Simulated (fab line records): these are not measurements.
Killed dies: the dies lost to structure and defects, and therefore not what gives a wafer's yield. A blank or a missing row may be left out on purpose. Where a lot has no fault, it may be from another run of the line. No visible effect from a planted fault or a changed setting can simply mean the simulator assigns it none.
Split-lot experiment ; flow n5-finfet ; route with 1938 steps; 7 lots, 39 wafers read

== SPLIT DETAILS ==
At N5_HKMG_FIN_ETCH_55 (etches SOC in N2/H2, target depth 240 nm, time 300 s), the setting bias-w was moved away from the recipe's 150 W on 15 of the 39 wafers read, by -14.6% to +14.3%. All remaining wafers had this setting at the recipe value.

The split's own step is where the reading is taken.

== THE READING ==
rf-vpp-V, in V, at N5_HKMG_FIN_ETCH_55 (etches SOC in N2/H2, target depth 240 nm, time 300 s). Typical for fault-free wafers on this fab line: 524.1 V, with standard deviation 2.8 V.

wafer;tool, chamber at the split;bias-w as run, W;against the recipe;rf-vpp-V, V;against lot-mates on the recipe
L075.3;rie-diel-05, 0;150;recipe;525.1;-
L075.5;rie-diel-05, 0;150;recipe;526.2;-
L075.6;rie-diel-05, 1;150;recipe;520.8;-
L076.1;rie-diel-04, 2;150;recipe;523.2;-
L076.2;rie-diel-04, 1;150;recipe;522.1;-
L076.3;rie-diel-04, 0;150;recipe;519.8;-
L076.4;rie-diel-04, 2;150;recipe;524.2;-
L076.5;rie-diel-04, 0;150;recipe;518.5;-
L076.6;rie-diel-04, 1;150;recipe;523.3;-
L088.1;rie-diel-02, 3;150;recipe;521.0;-
L088.2;rie-diel-02, 2;150;recipe;527.7;-
L088.3;rie-diel-02, 1;128.1;-14.6%;475.3;-49.6
L088.4;rie-diel-02, 1;150;recipe;526.1;-
L088.5;rie-diel-02, 2;128.1;-14.6%;475.8;-49.1
L088.6;rie-diel-02, 3;128.1;-14.6%;471.0;-53.9
L091.1;rie-diel-04, 3;150;recipe;524.7;-
L091.2;rie-diel-04, 1;142.6;-4.9%;506.1;-18.2
L091.3;rie-diel-04, 2;142.6;-4.9%;507.4;-16.9
L091.4;rie-diel-04, 2;142.6;-4.9%;506.8;-17.5
L091.5;rie-diel-04, 1;150;recipe;522.8;-
L091.6;rie-diel-04, 3;150;recipe;525.4;-
L093.1;rie-diel-04, 1;150;recipe;520.6;-
L093.2;rie-diel-04, 0;171.5;+14.3%;574.6;+50.7
L093.3;rie-diel-04, 3;150;recipe;526.2;-
L093.4;rie-diel-04, 2;171.5;+14.3%;568.9;+45.0
L093.5;rie-diel-04, 3;150;recipe;525.0;-
L093.6;rie-diel-04, 2;171.5;+14.3%;570.2;+46.3
L094.1;rie-diel-04, 2;150;recipe;521.7;-
L094.2;rie-diel-04, 3;137.2;-8.5%;495.6;-27.8
L094.3;rie-diel-04, 0;137.2;-8.5%;501.3;-22.1
L094.4;rie-diel-04, 1;150;recipe;522.5;-
L094.5;rie-diel-04, 0;137.2;-8.5%;499.1;-24.3
L094.6;rie-diel-04, 3;150;recipe;525.9;-
L095.1;rie-diel-04, 2;150;recipe;523.8;-
L095.2;rie-diel-04, 1;138.8;-7.5%;497.6;-27.3
L095.3;rie-diel-04, 0;138.8;-7.5%;503.3;-21.6
L095.4;rie-diel-04, 3;150;recipe;526.0;-
L095.5;rie-diel-04, 3;150;recipe;524.8;-
L095.6;rie-diel-04, 2;138.8;-7.5%;498.7;-26.2

FIT RESULTS
A straight line over all 39 wafers: rf-vpp-V changes by +3.3 V for each +1% of bias-w; r = +0.99; the points scatter about the line by 2.5 V.
The same after taking each lot's own level away (the mean of its wafers on the recipe; 39 wafers): +3.33 V for each +1%; r = +0.99; scatter 2.5 V.
Per that fit: largest bias-w move, reading shift of 49 V.
The lots' own levels span 521.85 to 524.93 V, that is 1.1 times the standard deviation above.
So the lot-to-lot level changes the slope little: the two slopes agree.
Check: -48.5 V against its lot-mates is what the line predicts for one of the wafers moved furthest among these (-14.6%) when that wafer is left out of the fit. It came out at -49.6 V against them.
Tool readings at the split's step, against how far the setting was moved: rf-vpp-V r = +0.99.

== FURTHER SPLITS ON THESE WAFERS ==
These wafers also went through other splits before the reading. Each is held against what the fit with the lots' levels taken away leaves over:
other split on the same wafers;wafers away from the commonest value;r with rf-vpp-V (lot level and that fit taken away)
N5_WELL_APT_IMPLANT_14 energy-kev;9;-0.29
N5_DUMMY_GATE_ETCH_37 source-w;15;+0.28
N5_DUMMY_GATE_ETCH_42 bias-w;12;-0.18
N5_SD_EPI_P_ETCH_36 bias-w;12;-0.04

== THE WHOLE CHAIN: every reading that the file lists as answering this split, in the file's order ==
step;what it does;reading;change (the file's fit);r (the file's)
N5_HKMG_FIN_ETCH_55;etches SOC in N2/H2, target depth 240 nm, time 300 s;rf-vpp-V;+3.33 V for each +1% of the setting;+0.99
N5_HKMG_FIN_ETCH_55;etches SOC in N2/H2, target depth 240 nm, time 300 s;etch.depth-nm (the simulator's own value, which no gauge read);+1.26 nm for each +1% of the setting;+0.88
N5_HKMG_FIN_ETCH_55;etches SOC in N2/H2, target depth 240 nm, time 300 s;HKMG_FIN.feature-depth-nm (the simulator's own value, which no gauge read);+1.26 nm for each +1% of the setting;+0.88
N5_HKMG_FIN_ETCH_55;etches SOC in N2/H2, target depth 240 nm, time 300 s;SiARC_of_HKMG_FIN_COAT_42.thk-nm (the simulator's own value, which no gauge read);-0.177 nm for each +1% of the setting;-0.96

== THE FILE'S OWN FIT ==
rf-vpp-V changes by +3.33 V for each +1% of bias-w, r = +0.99.
